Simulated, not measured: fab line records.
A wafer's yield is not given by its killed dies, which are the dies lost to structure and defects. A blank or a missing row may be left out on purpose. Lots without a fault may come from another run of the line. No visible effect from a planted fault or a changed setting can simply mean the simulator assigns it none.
fab line records	flow nand-harc
record lots=24	wafers=72	last-day=34
route steps=1302 shown A_BLC@1117 A_M0@1158 A_M1@1181
lots untouched by any fault: they come from a run of this same line in which no faults occurred
start-h: the number of hours between the record's first day and the start of the first shown wafer of the lot	wait-h: how many hours have passed since the lot's step before this one	" identical to the entry in the row above	L1.1+2: a row that stands for several wafers	- value missing, or start not given	* or withheld: withheld	< > ~ a bound
route shown NAME@n: names a module that has steps shown in the file, with the first one's number in the route	usual: mean and standard deviation over wafers with no fault	same: alike in all rows	chamber/n: place in a boat	sites: the reading at each site	_std_site: the standard deviation of these	_edge_site: mean of outer sites minus mean of inner sites	radius-mm: for every site, how far away it sits from the centre of the wafer	mask NAME#n: copy n	behind: the most recent tool/chamber to have shaped the wafer	hold: why the lot was held/for how many hours/how that ended	device: names the non-switching transistor (n, p or np)	end of line: the route-end tests of the same wafers	a step with no rows: only its recipe	killed: the dies lost at the first sort to structure and to defects; this is not the yield of the wafer	map: a wafer's dies, marking killed ones x, the rest . and places with no die _
set.NAME: the setting that was run; set.NAME@STEP: the one run at that earlier step	model.NAME: the simulator's own value behind a step, which no gauge read
one table for each step of the route and one row for each wafer, over a sample of lots
services: from which hour (start-h, from the record's first day; less than 0 if before it) a tool's chamber was out of use, for how many hours, and why
## steps
# step NHARC_A_BLC_CD_MEAS_10
# recipe target-cd-nm=100	landing-energy-ev=500
# usual cd-nm=100.1/0.61
lot.wafer	tool	chamber	start-h	wait-h	cd-nm
L074.2	cd-sem-02	0	522.44	-	99.0
L074.4	"	0	"	"	99.7
L074.5	"	0	"	"	100.1
L077.2	cd-sem-03	0	542.19	-	100.0
L077.4	"	0	"	"	99.8
L077.6	"	0	"	"	100.1
L076.1	cd-sem-02	0	542.22	-	100.0
L076.2	"	0	"	"	99.0
L076.4	"	0	"	"	100.1
L075.2	cd-sem-03	0	543.84	-	99.4
L075.3	"	0	"	"	100.1
L075.5	"	0	"	"	99.8
L078.2	cd-sem-02	0	552.76	-	100.1
L078.3	"	0	"	"	99.6
L078.6	"	0	"	"	99.7
L080.3	cd-sem-02	0	578.79	-	99.7
L080.4	"	0	"	"	100.6
L080.6	"	0	"	"	100.1
L079.2	cd-sem-03	0	592.85	-	99.2
L079.4	"	0	"	"	99.7
L079.6	"	0	"	"	99.2
L082.2	cd-sem-03	0	601.87	-	99.5
L082.5	"	0	"	"	99.5
L082.6	"	0	"	"	99.5
L081.1	cd-sem-02	0	602.80	-	100.8
L081.5	"	0	"	"	99.4
L081.6	"	0	"	"	99.7
L083.1	cd-sem-01	0	607.33	-	99.7
L083.4	"	0	"	"	100.6
L083.6	"	0	"	"	99.4
L085.2	cd-sem-03	0	625.35	-	99.4
L085.3	"	0	"	"	100.4
L085.5	"	0	"	"	100.3
L084.4	cd-sem-02	0	625.63	-	100.2
L084.5	"	0	"	"	100.3
L084.6	"	0	"	"	99.9
L086.2	cd-sem-01	0	628.54	-	100.3
L086.3	"	0	"	"	100.8
L086.6	"	0	"	"	99.9
L087.3	cd-sem-03	0	632.40	-	100.8
L087.5	"	0	"	"	100.5
L087.6	"	0	"	"	100.2
L088.3	cd-sem-01	0	650.08	-	100.1
L088.4	"	0	"	"	101.0
L088.6	"	0	"	"	99.5
L090.1	cd-sem-02	0	676.34	-	100.9
L090.2	"	0	"	"	101.4
L090.6	"	0	"	"	100.8
L089.2	cd-sem-01	0	677.99	-	100.5
L089.3	"	0	"	"	100.6
L089.6	"	0	"	"	101.1
L092.1	cd-sem-02	0	697.40	-	99.2
L092.2	"	0	"	"	98.6
L092.6	"	0	"	"	99.1
L091.2	cd-sem-01	0	700.51	-	100.2
L091.3	"	0	"	"	99.8
L091.6	"	0	"	"	100.3
L093.2	cd-sem-01	0	714.78	-	100.5
L093.3	"	0	"	"	101.3
L093.4	"	0	"	"	101.3
L095.1	cd-sem-03	0	742.77	-	99.4
L095.2	"	0	"	"	99.8
L095.5	"	0	"	"	100.2
L097.2	cd-sem-01	0	749.91	-	100.1
L097.5	"	0	"	"	99.8
L097.6	"	0	"	"	99.5
L094.1	cd-sem-01	0	751.30	-	101.0
L094.2	"	0	"	"	101.0
L094.5	"	0	"	"	99.8
L096.1	cd-sem-01	0	759.21	-	99.4
L096.3	"	0	"	"	100.3
L096.4	"	0	"	"	100.3
# step NHARC_A_BLC_INSPECT_12
# usual raw-defect-count=92/30
lot.wafer	tool	chamber	start-h	wait-h	raw-defect-count
L074.2	defect-inspect-02	-	522.57	0.0	107
L074.4	"	-	"	"	124
L074.5	"	-	"	"	119
L077.2	defect-inspect-01	-	542.32	0.0	107
L077.4	"	-	"	"	106
L077.6	"	-	"	"	93
L076.1	defect-inspect-02	-	542.34	0.0	109
L076.2	"	-	"	"	110
L076.4	"	-	"	"	117
L075.2	defect-inspect-02	-	543.96	0.0	155
L075.3	"	-	"	"	155
L075.5	"	-	"	"	128
L078.2	defect-inspect-01	-	552.88	0.0	93
L078.3	"	-	"	"	107
L078.6	"	-	"	"	105
L080.3	defect-inspect-01	-	578.92	0.0	121
L080.4	"	-	"	"	116
L080.6	"	-	"	"	100
L079.2	defect-inspect-01	-	592.99	0.0	36
L079.4	"	-	"	"	36
L079.6	"	-	"	"	31
L082.2	defect-inspect-02	-	601.99	0.0	93
L082.5	"	-	"	"	85
L082.6	"	-	"	"	90
L081.1	defect-inspect-02	-	602.92	0.0	83
L081.5	"	-	"	"	86
L081.6	"	-	"	"	76
L083.1	defect-inspect-02	-	607.46	0.0	88
L083.4	"	-	"	"	88
L083.6	"	-	"	"	78
L085.2	defect-inspect-01	-	625.47	0.0	90
L085.3	"	-	"	"	104
L085.5	"	-	"	"	81
L084.4	defect-inspect-01	-	625.75	0.0	58
L084.5	"	-	"	"	66
L084.6	"	-	"	"	70
L086.2	defect-inspect-01	-	628.66	0.0	76
L086.3	"	-	"	"	74
L086.6	"	-	"	"	76
L087.3	defect-inspect-01	-	632.52	0.0	81
L087.5	"	-	"	"	91
L087.6	"	-	"	"	86
L088.3	defect-inspect-02	-	650.20	0.0	39
L088.4	"	-	"	"	30
L088.6	"	-	"	"	23
L090.1	defect-inspect-02	-	676.47	0.0	60
L090.2	"	-	"	"	82
L090.6	"	-	"	"	67
L089.2	defect-inspect-01	-	678.12	0.0	76
L089.3	"	-	"	"	66
L089.6	"	-	"	"	83
L092.1	defect-inspect-01	-	697.52	0.0	118
L092.2	"	-	"	"	106
L092.6	"	-	"	"	115
L091.2	defect-inspect-01	-	700.63	0.0	88
L091.3	"	-	"	"	105
L091.6	"	-	"	"	90
L093.2	defect-inspect-01	-	714.90	0.0	142
L093.3	"	-	"	"	137
L093.4	"	-	"	"	158
L095.1	defect-inspect-01	-	742.90	0.0	63
L095.2	"	-	"	"	68
L095.5	"	-	"	"	76
L097.2	defect-inspect-01	-	750.03	0.0	98
L097.5	"	-	"	"	101
L097.6	"	-	"	"	120
L094.1	defect-inspect-01	-	751.42	0.0	80
L094.2	"	-	"	"	78
L094.5	"	-	"	"	79
L096.1	defect-inspect-01	-	759.33	0.0	137
L096.3	"	-	"	"	120
L096.4	"	-	"	"	136
# step NHARC_A_M0_PVD_20
# recipe target-thk-a=50	bias-v=168.6	power-w=15000	chamber-pressure-pa=0.12	time-s=8.06	substrate-temp-c=50	material=TaN
# usual substrate-temp-c=49.99/0.12	throttle-valve-pct=29.9/1.2
lot.wafer	tool	chamber	start-h	wait-h	substrate-temp-c	throttle-valve-pct
L074.4	pvd-sputter-01	-	-	-	50.10	29.5
L074.2	"	-	"	"	49.92	29.0
L074.5	"	-	"	"	50.01	30.8
L077.4	pvd-sputter-02	-	-	-	50.27	30.6
L077.2	"	-	"	"	50.03	30.9
L077.6	"	-	"	"	49.87	31.9
L076.4	pvd-sputter-01	-	-	-	50.09	29.0
L076.1	"	-	"	"	49.98	28.6
L076.2	"	-	"	"	50.03	29.7
L075.3	pvd-sputter-03	-	-	-	49.97	29.1
L075.2	"	-	"	"	49.91	29.2
L075.5	"	-	"	"	49.90	29.6
L078.2	pvd-sputter-01	-	-	-	49.92	28.8
L078.3	"	-	"	"	50.12	28.9
L078.6	"	-	"	"	49.80	28.5
L080.4	pvd-sputter-03	-	-	-	49.76	29.9
L080.3	"	-	"	"	50.11	29.0
L080.6	"	-	"	"	49.83	29.7
L079.2	pvd-sputter-02	-	-	-	49.92	30.8
L079.4	"	-	"	"	49.70	30.5
L079.6	"	-	"	"	49.88	30.8
L082.2	pvd-sputter-02	-	-	-	50.22	30.5
L082.5	"	-	"	"	49.83	30.7
L082.6	"	-	"	"	49.91	31.9
L081.1	pvd-sputter-02	-	-	-	49.99	31.7
L081.6	"	-	"	"	49.91	30.5
L081.5	"	-	"	"	49.90	28.1
L083.4	pvd-sputter-02	-	-	-	50.15	31.7
L083.1	"	-	"	"	50.10	28.4
L083.6	"	-	"	"	50.12	31.8
L085.2	pvd-sputter-01	-	-	-	49.93	28.6
L085.3	"	-	"	"	50.09	30.3
L085.5	"	-	"	"	50.05	30.8
L084.4	pvd-sputter-03	-	-	-	49.83	31.8
L084.5	"	-	"	"	50.06	29.7
L084.6	"	-	"	"	49.74	29.0
L086.3	pvd-sputter-02	-	-	-	50.00	30.8
L086.2	"	-	"	"	50.18	28.6
L086.6	"	-	"	"	49.68	31.7
L087.3	pvd-sputter-01	-	-	-	49.97	30.6
L087.6	"	-	"	"	49.83	28.5
L087.5	"	-	"	"	50.13	30.6
L088.4	pvd-sputter-03	-	-	-	50.18	29.2
L088.3	"	-	"	"	49.78	29.4
L088.6	"	-	"	"	50.15	29.2
L090.2	pvd-sputter-01	-	-	-	50.12	28.8
L090.1	"	-	"	"	49.92	30.4
L090.6	"	-	"	"	50.11	28.3
L089.2	pvd-sputter-02	-	-	-	49.91	29.1
L089.3	"	-	"	"	49.90	30.9
L089.6	"	-	"	"	49.97	29.7
L092.1	pvd-sputter-02	-	-	-	49.92	29.8
L092.2	"	-	"	"	50.05	30.9
L092.6	"	-	"	"	49.90	30.1
L091.3	pvd-sputter-01	-	-	-	49.79	30.5
L091.2	"	-	"	"	49.91	30.9
L091.6	"	-	"	"	49.96	29.0
L093.4	pvd-sputter-02	-	-	-	49.98	29.4
L093.3	"	-	"	"	50.04	29.8
L093.2	"	-	"	"	49.99	30.7
L095.1	pvd-sputter-01	-	-	-	49.90	30.3
L095.2	"	-	"	"	50.12	30.7
L095.5	"	-	"	"	49.97	28.3
L097.2	pvd-sputter-02	-	-	-	49.89	30.0
L097.6	"	-	"	"	50.28	29.7
L097.5	"	-	"	"	50.11	29.9
L094.2	pvd-sputter-01	-	-	-	50.01	28.0
L094.1	"	-	"	"	49.94	28.7
L094.5	"	-	"	"	50.07	28.6
L096.3	pvd-sputter-02	-	-	-	50.05	29.2
L096.4	"	-	"	"	49.98	29.9
L096.1	"	-	"	"	49.81	30.8
# step NHARC_A_M1_INSPECT_11
# usual raw-defect-count=93/30
lot.wafer	tool	chamber	start-h	wait-h	raw-defect-count
L074.2	defect-inspect-01	-	530.82	0.0	112
L074.4	"	-	"	"	124
L074.5	"	-	"	"	112
L077.2	defect-inspect-01	-	550.25	0.0	109
L077.4	"	-	"	"	107
L077.6	"	-	"	"	91
L076.1	defect-inspect-01	-	550.85	0.0	106
L076.2	"	-	"	"	108
L076.4	"	-	"	"	117
L075.2	defect-inspect-01	-	552.04	0.0	153
L075.3	"	-	"	"	152
L075.5	"	-	"	"	130
L078.2	defect-inspect-02	-	561.50	0.0	90
L078.3	"	-	"	"	110
L078.6	"	-	"	"	101
L080.3	defect-inspect-02	-	587.62	0.0	123
L080.4	"	-	"	"	116
L080.6	"	-	"	"	102
L079.2	defect-inspect-01	-	601.32	0.0	34
L079.4	"	-	"	"	35
L079.6	"	-	"	"	27
L082.2	defect-inspect-02	-	610.40	0.0	99
L082.5	"	-	"	"	82
L082.6	"	-	"	"	84
L081.1	defect-inspect-01	-	611.48	0.0	83
L081.5	"	-	"	"	82
L081.6	"	-	"	"	74
L083.1	defect-inspect-01	-	615.80	0.0	89
L083.4	"	-	"	"	89
L083.6	"	-	"	"	85
L085.2	defect-inspect-01	-	633.77	0.0	93
L085.3	"	-	"	"	100
L085.5	"	-	"	"	78
L084.4	defect-inspect-01	-	634.33	0.0	66
L084.5	"	-	"	"	66
L084.6	"	-	"	"	70
L086.2	defect-inspect-01	-	636.91	0.0	78
L086.3	"	-	"	"	72
L086.6	"	-	"	"	80
L087.3	defect-inspect-01	-	640.97	0.0	80
L087.5	"	-	"	"	96
L087.6	"	-	"	"	80
L088.3	defect-inspect-01	-	658.36	0.0	36
L088.4	"	-	"	"	32
L088.6	"	-	"	"	19
L090.1	defect-inspect-02	-	684.52	0.0	67
L090.2	"	-	"	"	81
L090.6	"	-	"	"	65
L089.2	defect-inspect-02	-	686.73	0.0	77
L089.3	"	-	"	"	71
L089.6	"	-	"	"	84
L092.1	defect-inspect-01	-	705.86	0.0	120
L092.2	"	-	"	"	107
L092.6	"	-	"	"	112
L091.2	defect-inspect-01	-	708.95	0.0	91
L091.3	"	-	"	"	104
L091.6	"	-	"	"	95
L093.2	defect-inspect-01	-	722.76	0.0	143
L093.3	"	-	"	"	139
L093.4	"	-	"	"	151
L095.1	defect-inspect-01	-	750.86	0.0	63
L095.2	"	-	"	"	72
L095.5	"	-	"	"	81
L097.2	defect-inspect-01	-	758.02	0.0	105
L097.5	"	-	"	"	97
L097.6	"	-	"	"	118
L094.1	defect-inspect-01	-	759.51	0.0	83
L094.2	"	-	"	"	79
L094.5	"	-	"	"	80
L096.1	defect-inspect-01	-	767.43	0.0	141
L096.3	"	-	"	"	113
L096.4	"	-	"	"	133
# step NHARC_A_M1_ETCH_15
# recipe target-depth-a=1825	time-s=91.2	c4f8-flow-sccm=withheld	ar-flow-sccm=400	rf-w=600	bias-w=300	chemistry=C4F8/Ar
# usual oes-product-au=0.954/0.024	rf-vpp-V=441.9/2.6
lot.wafer	tool	chamber	start-h	wait-h	oes-product-au	rf-hours-counter-h	rf-vpp-V
L074.4	rie-diel-12	3	-	-	0.927	3.4	443.2
L074.2	"	0	"	"	0.901	3.0	440.8
L074.5	"	2	"	"	0.932	-	441.8
L077.4	rie-diel-05	1	-	-	0.944	3.8	439.9
L077.2	"	2	"	"	0.932	3.5	445.4
L077.6	"	0	"	"	0.933	-	437.4
L076.1	rie-diel-05	2	-	-	0.963	3.5	445.1
L076.4	"	3	"	"	0.981	3.5	444.3
L076.2	"	0	"	"	0.971	3.9	438.3
L075.3	rie-diel-05	3	-	-	0.916	3.5	445.1
L075.2	"	1	"	"	0.945	3.9	441.5
L075.5	"	3	"	"	0.922	-	444.4
L078.2	rie-diel-12	1	-	-	0.920	4.6	441.2
L078.3	"	0	"	"	0.922	5.2	443.7
L078.6	"	0	"	"	0.909	-	442.3
L080.3	rie-diel-12	3	-	-	0.938	6.1	443.2
L080.4	"	0	"	"	0.964	7.2	442.6
L080.6	"	3	"	"	0.935	-	442.1
L079.4	rie-diel-08	3	-	-	0.984	2.9	444.4
L079.2	"	2	"	"	0.967	2.6	442.8
L079.6	"	3	"	"	0.988	-	444.7
L082.2	rie-diel-12	1	-	-	0.938	7.4	440.5
L082.5	"	2	"	"	0.972	-	440.2
L082.6	"	3	"	"	0.975	-	442.1
L081.1	rie-diel-05	1	-	-	0.961	0.6	439.8
L081.6	"	0	"	"	0.959	-	437.0
L081.5	"	1	"	"	0.963	-	441.2
L083.1	rie-diel-12	1	-	-	0.971	7.6	440.5
L083.4	"	3	"	"	0.965	6.9	442.2
L083.6	"	1	"	"	0.970	-	442.3
L085.2	rie-diel-12	3	-	-	0.988	0.0	443.4
L085.3	"	1	"	"	0.967	0.0	440.3
L085.5	"	0	"	"	0.960	-	443.0
L084.4	rie-diel-08	0	-	-	0.940	4.3	435.8
L084.6	"	3	"	"	0.933	-	445.1
L084.5	"	0	"	"	0.936	-	437.7
L086.2	rie-diel-05	0	-	-	0.950	1.4	437.5
L086.3	"	1	"	"	0.964	1.4	442.9
L086.6	"	0	"	"	0.947	-	437.5
L087.3	rie-diel-05	3	-	-	0.927	1.5	445.3
L087.5	"	1	"	"	0.908	-	441.1
L087.6	"	2	"	"	0.920	-	443.7
L088.3	rie-diel-08	2	-	-	0.946	5.4	442.4
L088.4	"	0	"	"	0.967	5.4	437.9
L088.6	"	3	"	"	0.961	-	445.5
L090.2	rie-diel-12	2	-	-	0.989	3.0	441.3
L090.1	"	0	"	"	0.945	2.4	443.3
L090.6	"	2	"	"	0.994	-	440.4
L089.2	rie-diel-05	0	-	-	0.944	2.0	437.9
L089.3	"	2	"	"	0.966	2.1	445.2
L089.6	"	0	"	"	0.933	-	438.1
L092.1	rie-diel-05	3	-	-	0.982	3.1	444.7
L092.2	"	1	"	"	0.950	2.7	441.3
L092.6	"	3	"	"	0.989	-	444.7
L091.2	rie-diel-12	3	-	-	0.935	4.1	444.2
L091.3	"	2	"	"	0.930	4.3	443.6
L091.6	"	3	"	"	0.933	-	442.0
L093.4	rie-diel-05	1	-	-	0.960	3.1	442.1
L093.2	"	3	"	"	0.980	3.8	443.2
L093.3	"	0	"	"	0.968	3.3	436.7
L095.1	rie-diel-08	0	-	-	0.995	1.5	437.8
L095.2	"	3	"	"	1.011	1.5	444.8
L095.5	"	0	"	"	0.991	-	436.7
L097.2	rie-diel-05	0	-	-	0.955	4.1	438.0
L097.6	"	1	"	"	0.969	-	441.9
L097.5	"	2	"	"	0.965	-	446.0
L094.1	rie-diel-05	1	-	-	0.974	4.0	441.2
L094.2	"	2	"	"	0.968	4.6	444.2
L094.5	"	1	"	"	0.983	-	442.5
L096.4	rie-diel-12	1	-	-	0.979	7.9	441.5
L096.1	"	2	"	"	0.964	8.0	442.3
L096.3	"	3	"	"	0.965	7.8	443.2
# step NHARC_A_M1_PVD_20
# recipe target-thk-a=50	bias-v=168.6	power-w=15000	chamber-pressure-pa=0.12	time-s=8.06	substrate-temp-c=50	material=TaN
# usual substrate-temp-c=49.98/0.12	throttle-valve-pct=29.9/1.1
lot.wafer	tool	chamber	start-h	wait-h	substrate-temp-c	throttle-valve-pct
L074.4	pvd-sputter-01	-	-	-	50.25	30.6
L074.2	"	-	"	"	49.85	29.0
L074.5	"	-	"	"	50.02	29.3
L077.4	pvd-sputter-02	-	-	-	50.17	28.4
L077.2	"	-	"	"	49.94	31.9
L077.6	"	-	"	"	49.89	28.5
L076.2	pvd-sputter-01	-	-	-	49.94	28.9
L076.1	"	-	"	"	50.03	28.6
L076.4	"	-	"	"	50.12	29.5
L075.2	pvd-sputter-03	-	-	-	49.86	29.7
L075.3	"	-	"	"	50.16	31.6
L075.5	"	-	"	"	49.93	29.8
L078.2	pvd-sputter-03	-	-	-	49.96	29.5
L078.3	"	-	"	"	50.10	31.6
L078.6	"	-	"	"	50.07	29.9
L080.4	pvd-sputter-03	-	-	-	50.09	29.9
L080.3	"	-	"	"	50.03	31.7
L080.6	"	-	"	"	49.94	30.1
L079.4	pvd-sputter-02	-	-	-	50.05	31.8
L079.2	"	-	"	"	50.13	28.3
L079.6	"	-	"	"	49.83	30.6
L082.2	pvd-sputter-02	-	-	-	49.89	31.6
L082.6	"	-	"	"	50.07	28.5
L082.5	"	-	"	"	50.00	30.7
L081.1	pvd-sputter-03	-	-	-	50.07	29.3
L081.5	"	-	"	"	50.05	29.9
L081.6	"	-	"	"	50.09	29.1
L083.1	pvd-sputter-03	-	-	-	49.98	29.6
L083.4	"	-	"	"	50.20	32.1
L083.6	"	-	"	"	50.02	29.0
L085.2	pvd-sputter-01	-	-	-	49.83	30.9
L085.3	"	-	"	"	50.12	28.2
L085.5	"	-	"	"	49.79	30.8
L084.4	pvd-sputter-03	-	-	-	49.84	29.0
L084.5	"	-	"	"	49.93	29.4
L084.6	"	-	"	"	49.90	31.6
L086.3	pvd-sputter-01	-	-	-	49.82	28.2
L086.2	"	-	"	"	49.85	31.1
L086.6	"	-	"	"	49.91	28.1
L087.3	pvd-sputter-01	-	-	-	49.97	27.9
L087.5	"	-	"	"	50.05	27.8
L087.6	"	-	"	"	49.91	28.7
L088.4	pvd-sputter-01	-	-	-	49.79	30.2
L088.3	"	-	"	"	49.94	30.8
L088.6	"	-	"	"	50.06	30.5
L090.2	pvd-sputter-03	-	-	-	49.99	29.6
L090.1	"	-	"	"	50.05	31.5
L090.6	"	-	"	"	49.96	29.7
L089.3	pvd-sputter-02	-	-	-	49.89	31.4
L089.2	"	-	"	"	49.94	29.9
L089.6	"	-	"	"	50.05	31.5
L092.1	pvd-sputter-02	-	-	-	50.08	29.5
L092.2	"	-	"	"	50.21	30.7
L092.6	"	-	"	"	49.67	30.2
L091.3	pvd-sputter-02	-	-	-	49.95	30.0
L091.2	"	-	"	"	49.95	31.3
L091.6	"	-	"	"	49.97	29.9
L093.2	pvd-sputter-02	-	-	-	49.97	29.5
L093.3	"	-	"	"	49.73	30.0
L093.4	"	-	"	"	49.96	30.6
L095.2	pvd-sputter-01	-	-	-	50.00	27.8
L095.1	"	-	"	"	49.89	28.8
L095.5	"	-	"	"	50.09	27.9
L097.2	pvd-sputter-02	-	-	-	50.00	29.3
L097.6	"	-	"	"	49.94	31.3
L097.5	"	-	"	"	50.02	30.6
L094.2	pvd-sputter-03	-	-	-	50.07	28.0
L094.1	"	-	"	"	49.59	28.9
L094.5	"	-	"	"	49.89	30.4
L096.1	pvd-sputter-02	-	-	-	50.12	29.3
L096.3	"	-	"	"	49.82	30.0
L096.4	"	-	"	"	49.98	31.2
## services
tool	chamber	start-h	hours	kind
rie-diel-12	3	507.01	6.8	repair
pvd-sputter-03	-	526.02	10.0	pm
rie-diel-12	1	534.77	12.9	repair
rie-diel-08	3	542.01	2.7	repair
rie-diel-08	-	544.80	9.0	pm
pvd-sputter-01	-	548.25	1.6	repair
rie-diel-12	2	559.51	8.0	repair
rie-diel-12	3	571.78	9.9	repair
pvd-sputter-01	-	582.05	10.0	pm
rie-diel-05	-	583.60	9.0	pm
pvd-sputter-03	-	601.00	10.4	repair
pvd-sputter-01	-	607.20	8.5	repair
rie-diel-12	0	617.04	5.1	repair
pvd-sputter-02	-	620.71	2.6	repair
rie-diel-12	-	622.40	9.0	pm
pvd-sputter-02	-	628.47	4.1	repair
pvd-sputter-02	-	638.03	10.0	pm
rie-diel-12	2	661.68	1.8	repair
pvd-sputter-03	-	704.02	10.0	pm
rie-diel-08	-	721.80	9.0	pm
rie-diel-08	1	731.37	8.3	repair
pvd-sputter-01	-	743.73	3.5	repair
pvd-sputter-01	-	760.05	10.0	pm
rie-diel-05	-	760.60	9.0	pm
## key
fault none
